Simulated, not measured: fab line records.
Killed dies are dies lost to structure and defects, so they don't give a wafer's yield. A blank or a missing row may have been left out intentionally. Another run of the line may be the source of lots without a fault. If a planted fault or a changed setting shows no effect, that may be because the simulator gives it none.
A lot that was struck, set against a sound lot    flow n5_finfet    15 out of 1938 route steps
Sound: wafers L741.1, L741.5, L741.6. Struck: wafer L750.2; the same lot's L750.1 was not struck, so it is left out; see the end for the cause.
Per side, at each step with rows, come the tool, then ch with its chambers, and then its first start. Under that, the readings that differ: sound wafers    struck wafers    difference of the means    sigmas: that difference in standard deviations of wafers without a fault.
alike: same words and numbers on both sides, and readings whose means sit less than 2 such deviations apart. not compared: any withheld reading, any reading some wafer has no value for, any bound like >300 that may hide the same value, and any number with overlapping values for which the record gives no deviation.
The two part at a step that has a row with sigmas, a row that says differs or no value, or rows on one side only. Numbers that don't overlap but have no deviation are shown without sigmas and don't part them. Lack of a reading on every wafer of one side parts them only where that side has two or more wafers.

N5_START_INSPECT_01: inspects for defects (unpatterned scan).
  sound on defect_inspect-02 at day 1 12:02; struck on defect_inspect-02 at day 3 18:02
  alike: raw_defect_count
then, 2 steps without rows for these wafers: N5_ZERO_LAYER_PRECLEAN_00 (cleans in SPM, time 600 s); N5_ZERO_LAYER_SRD_01 (time 30 s, dry time 30 s).
N5_ZERO_LAYER_PECVD_02: deposits SiO2 from SiH4/N2O, target thk 10 nm, time 6 s.
  sound on pecvd-03 ch 0,1, day 1 12:17; struck on pecvd-03 ch 1, day 3 18:17
  alike: heater_power_w, showerhead_plenum_p_Torr
then, 6 steps without rows for these wafers: N5_ZERO_LAYER_HMDS_04 (time 60 s); N5_ZERO_LAYER_COAT_05 (resist thk 1000 nm); N5_ZERO_LAYER_EBR_07; N5_ZERO_LAYER_SOFTBAKE_06 (time 90 s); N5_ZERO_LAYER_EXPOSE_08 (exposes mask ZERO, defocus 0 nm, target cd 2000 nm); N5_ZERO_LAYER_PEB_09.
N5_ZERO_LAYER_DEVELOP_10: develop time 60 s.
  sound on litho_track-02 ch 0, day 1 12:39; struck on litho_track-02 ch 0, day 3 18:40
  alike: chill_plate_temp_C, developer_temp_C, exhaust_pa
then, 1 step without rows for these wafers: N5_ZERO_LAYER_HARDBAKE_23 (time 120 s).
N5_ZERO_LAYER_CD_MEAS_11: target cd 2000 nm.
  sound on cd_sem-02 ch 0, day 1 12:46; struck on cd_sem-03 ch 0, day 3 18:46
reading     sound                 struck  difference  sigmas
cd_nm (nm)  2000.1 2001.2 2000.4  1991.5  -9.1        -6
N5_ZERO_LAYER_DESCUM_16: chemistry O2, time 7.9 s.
  sound on rie_diel-02 ch 0,2,3, day 1 12:52; struck on rie_diel-01 ch 0, day 3 18:49
  alike: drypump_motor_current_A, oes_product_au, rf_vpp_V, showerhead_plenum_p_Torr, throttle_valve_pct
  not compared: rf_hours_counter_h
-- the record jumps here: 7 days lie between the struck wafers' starts before and after (it left off in module ZERO_LAYER and takes up again in module BEOL_M4, whose first step shown is number 1111 of the route) --
N5_BEOL_M4_RC_MEAS_101:
  sound on prober-02 ch 0, day 7 23:59; struck on prober-01 ch 0, day 10 08:56
  alike: DIBL_N, DIBL_P, IOFF_N, IOFF_P, ION_N, ION_P, SS_N, SS_P, VT_N, VT_P

== WHERE THEY PART ==
At N5_ZERO_LAYER_CD_MEAS_11 and nowhere else, as far as this record goes. Later steps at which nothing parts them and some readings are alike: N5_ZERO_LAYER_DESCUM_16, N5_BEOL_M4_RC_MEAS_101.

WHY: what had been put in by the simulator
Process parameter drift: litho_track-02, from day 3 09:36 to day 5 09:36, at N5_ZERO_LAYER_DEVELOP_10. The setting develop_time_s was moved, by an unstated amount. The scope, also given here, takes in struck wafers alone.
